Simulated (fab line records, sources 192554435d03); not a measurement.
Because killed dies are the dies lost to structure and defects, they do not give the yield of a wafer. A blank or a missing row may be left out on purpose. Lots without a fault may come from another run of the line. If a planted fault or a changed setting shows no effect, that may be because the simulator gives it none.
Split-lot experiment -- flow n5-finfet -- 21 wafers read from 7 lots, route of 1938 steps

## ON THE SPLIT
At N5_BEOL_M4_DESCUM_33 (chemistry O2, time 7 s), the setting time-s was moved away from the recipe's 7 s on 8 of the 21 wafers read, by -18.0% to +14.0%. All remaining wafers had this setting at the recipe value.

## FROM THE SPLIT TO THE READING: what the file shows between them, 3 steps
- N5_BEOL_M4_ETCH_77: etches underlayer in N2/H2, target depth 6.5 nm, time 5.2 s
- N5_BEOL_M4_ETCH_69: etches SiARC in CF4, target depth 15.6 nm, time 26 s
- N5_BEOL_M4_ALD_98: deposits SiO2, target thk 2.5 nm, pulse time 1 s, co reactant pulse time 1 s

## THE READING
CAR-EUV_of_BEOL_M4_COAT_22.thk-nm (the simulator's own value, which no gauge read), in nm, at N5_BEOL_M4_ETCHBACK_99 (etches SiO2 in CHF3, target depth 5 nm, time 10.4 s). The file does not state a usual value for it. Average 10.4 nm, standard deviation 0.12 nm, over the 13 wafers here run with the recipe.

wafer,"tool, chamber at the split","time-s as run, s",against the recipe,"CAR-EUV_of_BEOL_M4_COAT_22.thk-nm, nm",against lot-mates on the recipe
L079.4,"rie-diel-02, 2",7.978,+14.0%,9.8,-0.6
L079.5,"rie-diel-02, 2",7.978,+14.0%,9.8,-0.6
L079.6,"rie-diel-02, 3",7,recipe,10.4,-
L089.1,"rie-diel-03, 0,2",7,recipe,10.4,-
L089.2,"rie-diel-03, 0,2",7,recipe,10.4,-
L089.3,"rie-diel-03, 1",7,recipe,10.6,-
L090.1,"rie-diel-02, 0,3",7.723,+10.3%,10.2,-0.4
L090.2,"rie-diel-02, 0,3",7.723,+10.3%,10,-0.6
L090.3,"rie-diel-02, 1",7,recipe,10.6,-
L092.1,"rie-diel-02, 0",6.453,-7.8%,10.6,+0.4
L092.2,"rie-diel-02, 3",6.453,-7.8%,10.6,+0.4
L092.4,"rie-diel-02, 1",7,recipe,10.2,-
L091.2,"rie-diel-06, 0,3",7,recipe,10.4,-
L091.4,"rie-diel-06, 0,3",7,recipe,10.4,-
L091.6,"rie-diel-06, 1",7,recipe,10.6,-
L093.3,"rie-diel-03, 3",7,recipe,10.2,-
L093.5,"rie-diel-03, 3,2",5.74,-18.0%,11,+0.8
L093.6,"rie-diel-03, 3,2",5.74,-18.0%,11,+0.8
L095.2,"rie-diel-03, 3,1",7,recipe,10.4,-
L095.3,"rie-diel-03, 3,1",7,recipe,10.4,-
L095.4,"rie-diel-03, 0",7,recipe,10.4,-
Rows listing several chambers each stand for several wafers; the file does not say which wafer went through which chamber.

THE FIT
A straight line over all 21 wafers: CAR-EUV_of_BEOL_M4_COAT_22.thk-nm changes by -0.0347 nm for each +1% of time-s; r = -0.93; the points scatter about the line by 0.12 nm.
The same after taking each lot's own level away (the mean of its wafers on the recipe; 21 wafers): -0.0452 nm for each +1%; r = -0.99; scatter 0.066 nm.
According to that fit, moving time-s by its largest amount changes the reading by 0.81 nm.
The lots' own levels span 10.20 to 10.60 nm, that is 3.3 times the standard deviation above.
So the slope is not independent of the lot-to-lot level: the two fits are not the same.
Check: for one of the wafers moved furthest among these (-18.0%), held out of the fit, the line's prediction against its lot-mates is +0.824 nm. It came out at +0.8 nm against them.

## THESE WAFERS: OTHER SPLITS
Before the reading, these wafers also passed through other splits. Each is held against what the fit with the lots' levels taken away leaves over:
other split on the same wafers,wafers away from the commonest value,r with CAR-EUV_of_BEOL_M4_COAT_22.thk-nm (lot level and that fit taken away)
N5_BEOL_M3_EXPOSE_25 dose-mj,7,+0.02

## THE WHOLE CHAIN: every reading that the file lists as answering this split, in the file's order
step,what it does,reading,change (the file's fit),r (the file's)
N5_BEOL_M4_DESCUM_33,"chemistry O2, time 7 s","CAR-EUV_of_BEOL_M4_COAT_22.thk-nm (the simulator's own value, which no gauge read)",-0.0426 nm for each +1% of the setting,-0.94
N5_BEOL_M4_ETCH_77,"etches underlayer in N2/H2, target depth 6.5 nm, time 5.2 s","CAR-EUV_of_BEOL_M4_COAT_22.thk-nm (the simulator's own value, which no gauge read)",-0.0353 nm for each +1% of the setting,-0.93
N5_BEOL_M4_ETCH_69,"etches SiARC in CF4, target depth 15.6 nm, time 26 s","CAR-EUV_of_BEOL_M4_COAT_22.thk-nm (the simulator's own value, which no gauge read)",-0.0374 nm for each +1% of the setting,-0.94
N5_BEOL_M4_ETCHBACK_99,"etches SiO2 in CHF3, target depth 5 nm, time 10.4 s","CAR-EUV_of_BEOL_M4_COAT_22.thk-nm (the simulator's own value, which no gauge read)",-0.0452 nm for each +1% of the setting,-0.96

## FILE'S OWN FIT
CAR-EUV_of_BEOL_M4_COAT_22.thk-nm changes by -0.0452 nm for each +1% of time-s, r = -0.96.
